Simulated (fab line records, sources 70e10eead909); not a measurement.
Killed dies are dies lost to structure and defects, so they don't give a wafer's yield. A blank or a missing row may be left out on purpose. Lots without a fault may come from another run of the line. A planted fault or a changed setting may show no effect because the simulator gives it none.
Which tool did it? | flow nand_harc | 12 lots, 36 wafers sampled, at 2 steps of a route of 1302

WHAT THE GAUGES READ, wafer by wafer
NHARC_A_CHANNEL_HOLE_D1_CD_MEAS_30.
lot  | measured     | on        | cd_nm (nm)
L075 | day 9 07:23  | cd_sem-02 | 88.6 87.8 88.3
L076 | day 10 03:22 | cd_sem-01 | 94.0 91.0 92.9
L078 | day 10 23:43 | cd_sem-02 | 92.4 91.1 93.2
L081 | day 11 21:26 | cd_sem-02 | 88.2 89.2 90.7
L083 | day 12 11:05 | cd_sem-02 | 93.0 89.8 94.4
L085 | day 13 13:46 | cd_sem-03 | 90.7 95.8 89.6
L087 | day 13 23:20 | cd_sem-02 | 92.1 88.9 92.3
L089 | day 14 23:05 | cd_sem-03 | 89.5 89.4 90.5
L091 | day 15 21:27 | cd_sem-03 | 88.8 89.4 89.6
L093 | day 16 16:05 | cd_sem-03 | 89.4 90.4 89.4
L095 | day 17 19:07 | cd_sem-02 | 90.5 88.5 88.2
L097 | day 18 15:34 | cd_sem-02 | 89.8 88.3 89.8

WHICH TOOL RAN EACH LOT (tool, then ch and the chambers of the sampled wafers, then the start)
lot  | NHARC_A_CHANNEL_HOLE_D1_ETCH_19
L075 | har_etch-02 ch 0,1, day 9 01:52
L076 | har_etch-02 ch 0,1, day 9 21:49
L078 | har_etch-02 ch 0, day 10 18:10
L081 | har_etch-01 ch 0, day 11 15:55
L083 | har_etch-01 ch 0,1, day 12 05:34
L085 | har_etch-02 ch 0,1, day 13 08:17
L087 | har_etch-01 ch 0, day 13 17:50
L089 | har_etch-02 ch 0,1, day 14 17:38
L091 | har_etch-01 ch 0,1, day 15 15:56
L093 | har_etch-01 ch 0,1, day 16 10:34
L095 | har_etch-02 ch 1, day 17 13:38
L097 | har_etch-02 ch 0,1, day 18 10:01
- NHARC_A_CHANNEL_HOLE_D1_ETCH_19: etches the open film in C4F8/O2/Ar, time 34.5 s.

THE ANSWER, worked out from the rows above alone
Rule: what is usual is taken from the lots themselves. Put in order of their means at a reading, lots are off if they are a third of the lots or fewer, leave a main group of 4 or more, and stand apart from it by a gap of 3 or more times the standard deviation of the main group's means; of several such gaps the widest counts. A main group whose means are all the same, to the digits that the tables above print for the reading, isn't used. A lot without any number at a reading at which 4 lots or more have one is off too. The other lots that the step has rows for count as sound.
No lot is off at any reading shown: from this, nothing can be told.

WHAT THE SIMULATOR HAD PUT IN
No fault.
